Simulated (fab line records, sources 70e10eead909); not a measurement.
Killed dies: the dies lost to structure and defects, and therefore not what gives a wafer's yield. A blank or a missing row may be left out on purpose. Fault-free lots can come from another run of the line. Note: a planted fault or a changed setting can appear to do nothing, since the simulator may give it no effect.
Comparing a struck lot with a sound one    flow nand-harc    14 out of 1159 route steps
Sound: these wafers, L583.3, L583.5, L583.6. Struck: wafers L574.1, L574.3, L574.5. The cause comes at the end.
Per side, at each step with rows, come the tool, then ch with its chambers, and then its first start. Under that, the readings that differ: sound wafers    struck wafers    difference of the means    sigmas: that difference in standard deviations of wafers without a fault.
alike: same words and numbers on both sides, and readings whose means sit less than 2 such deviations apart. not compared: any withheld reading, any reading some wafer has no value for, any bound like >300 that may hide the same value, and any number with overlapping values for which the record gives no deviation.
A row with sigmas, a row that says differs or no value, or rows on one side alone: a step with any of these is where the two part. Non-overlapping numbers with no deviation appear without sigmas and do not part them. A reading that every wafer of one side lacks parts them only if that side has two wafers or more.

first, 9 steps without rows for these wafers: NHARC_A_STAIRCASE_DEHYDRATE_01 (time 120 s); NHARC_A_STAIRCASE_HMDS_02 (time 30 s); NHARC_A_STAIRCASE_COAT_03; NHARC_A_STAIRCASE_SOFTBAKE_04 (time 170 s); NHARC_A_STAIRCASE_EBR_05; NHARC_A_STAIRCASE_EXPOSE_06 (exposes mask STAIR); NHARC_A_STAIRCASE_PEB_07 (peb time 130 s); NHARC_A_STAIRCASE_DEVELOP_08 (time 140 s); NHARC_A_STAIRCASE_HARDBAKE_10 (time 140 s).
NHARC_A_STAIRCASE_DESCUM_11: chemistry O2, time 3 s.
  sound on rie-diel-06 ch 0,1, day 15 21:33; struck on rie-diel-10 ch 0,3, day 13 17:43
  alike: chamber-pressure-mTorr, drypump-motor-current-A, oes-product-au, rf-vpp-V, showerhead-plenum-p-Torr, throttle-valve-pct
  not compared: rf-hours-counter-h
NHARC_A_STAIRCASE_TRIM_12: chemistry O2, time 211.2 s.
  sound on rie-diel-06 ch 0,1,3, day 15 21:45; struck on rie-diel-10 ch 0,1,2, day 13 17:50
  alike: chamber-pressure-mTorr, drypump-motor-current-A, oes-product-au, rf-vpp-V, showerhead-plenum-p-Torr, throttle-valve-pct
  not compared: rf-hours-counter-h
NHARC_A_STAIRCASE_ETCH_13: etches the open film in C4F8/O2, target depth 100 nm, time 40.5 s.
  sound on rie-diel-06 ch 0,1,2, day 15 22:04; struck on rie-diel-10 ch 0,3, day 13 17:58
  no value came back on the struck wafers for bias-w (W), chamber-pressure-mTorr (mTorr), oes-product-au (a.u.), rf-vpp-V (V); on the sound wafers bias-w (W) reads 999.5 1003.4 1000.6
  not compared: rf-hours-counter-h
NHARC_A_STAIRCASE_TRIM_14: chemistry O2, time 211.2 s.
  sound: rie-diel-06 ch 1,2; struck: rie-diel-10 ch 1,2,3
  alike: chamber-pressure-mTorr, drypump-motor-current-A, oes-product-au, rf-vpp-V, showerhead-plenum-p-Torr, throttle-valve-pct
  not compared: rf-hours-counter-h
-- break in the record here, with 8 days between the starts of the struck wafers on either side (left off in module A_STAIRCASE, picked up again in module END, where the first step shown is number 1159 on the route) --
NHARC_END_SORT_01:
  here the record holds rows for the struck wafers (prober-01 ch 0, day 22 03:35) but none for the sound ones

## WHERE THEY PART
Earliest at NHARC_A_STAIRCASE_ETCH_13; latest, in this record, at NHARC_END_SORT_01.

WHY: what had been put in by the simulator
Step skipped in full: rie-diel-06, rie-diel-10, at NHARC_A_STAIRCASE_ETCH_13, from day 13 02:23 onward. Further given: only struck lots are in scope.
